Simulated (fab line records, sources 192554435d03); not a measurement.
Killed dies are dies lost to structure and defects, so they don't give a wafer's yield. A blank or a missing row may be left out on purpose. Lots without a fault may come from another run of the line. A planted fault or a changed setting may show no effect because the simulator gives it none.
Problem report in the 8D (eight disciplines) form, filled by code | flow n5_finfet | the parts of the form that need people (team, actions taken, sign-off) are left out

1. THE PROBLEM
plate_temp_C at N5_BEOL_M13_COAT_65 reads a mean of 241.20 C on 6 wafers of 2 lots; wafers without a fault read 249.98 C with a standard deviation of 0.17. That is -52 standard deviations from the usual mean.
The step: time 60 s, resist thk 350 nm.
First seen on wafer L699.1, day 13 19:41, on litho_track-01. The record holds 33 wafers of 11 lots with a number at this step. Rule for "out", or "out of limits": more than 4 standard deviations from the usual mean. The other wafers with a number count as sound.

2. WHAT IT IS AND WHAT IT IS NOT
question                    | is                                 | is not
which readings at this step | plate_temp_C, heater_power_total_W | -
which lots                  | L698, L699                         | L689, L694, L695, L696, L697, L705, L706, L709, L712
which wafers of those lots  | all that have a number             | -
read on which tools         | litho_track-01                     | litho_track-02, litho_track-03
when                        | from day 13 19:41                  | up to then (15 sound wafers); but 12 sound wafers of L705, L706, L709, L712 came after

3. SUSPECTS, AND WHAT RULES EACH OUT
Counting: a tool at a process step up to the reading stays a suspect if it ran every lot that is out and no sound lot after the first of them.
- pecvd-04 at N5_BEOL_M13_ILD_DEP_00 (deposits SiOC from DEMS/O2, target thk 837.92 nm, time 166.4 s): ruled out as a lasting fault. Sound lots L706 ran on it after its first lot that is out, L699 (day 13 18:24).
- litho_track-01 at N5_BEOL_M13_COAT_65 (time 60 s, resist thk 350 nm): kept. It ran every lot that is out, first L699 (day 13 19:41), and no sound lot after that; its last sound lot up to then is L694 (day 13 18:54). Its own readings are out on those wafers: heater_power_total_W, plate_temp_C.
Left after counting: litho_track-01 at N5_BEOL_M13_COAT_65.

4. THE CAUSE (what the simulator had put in)
Process parameter drift: litho_track-01, from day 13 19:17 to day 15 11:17, at N5_BEOL_M13_COAT_65. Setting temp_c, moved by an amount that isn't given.
Counting left only this tool.

5. THE CHAIN OF EFFECTS, in route order
Each row: a reading whose mean over the struck wafers that have a number lies more than 3 standard deviations from the usual. Only readings for which the record gives a usual standard deviation are gone through. hours: the time from each lot's start at the first step in this table that gives one to its start at this step, as a median over the lots. sigmas: the change in usual standard deviations.
hours | step                | reading              | usual    | on struck wafers | change | sigmas
0     | N5_BEOL_M13_COAT_65 | heater_power_total_W | 500.3 W  | 479.4            | -20.9  | -12
0     | N5_BEOL_M13_COAT_65 | plate_temp_C         | 249.98 C | 241.20           | -8.78  | -52
The process steps in it:
- N5_BEOL_M13_COAT_65: time 60 s, resist thk 350 nm.

6. WHAT WOULD HAVE CAUGHT IT SOONER
In this record the first reading out of limits was taken at day 13 19:41, 0 hours after the fault began at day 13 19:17.
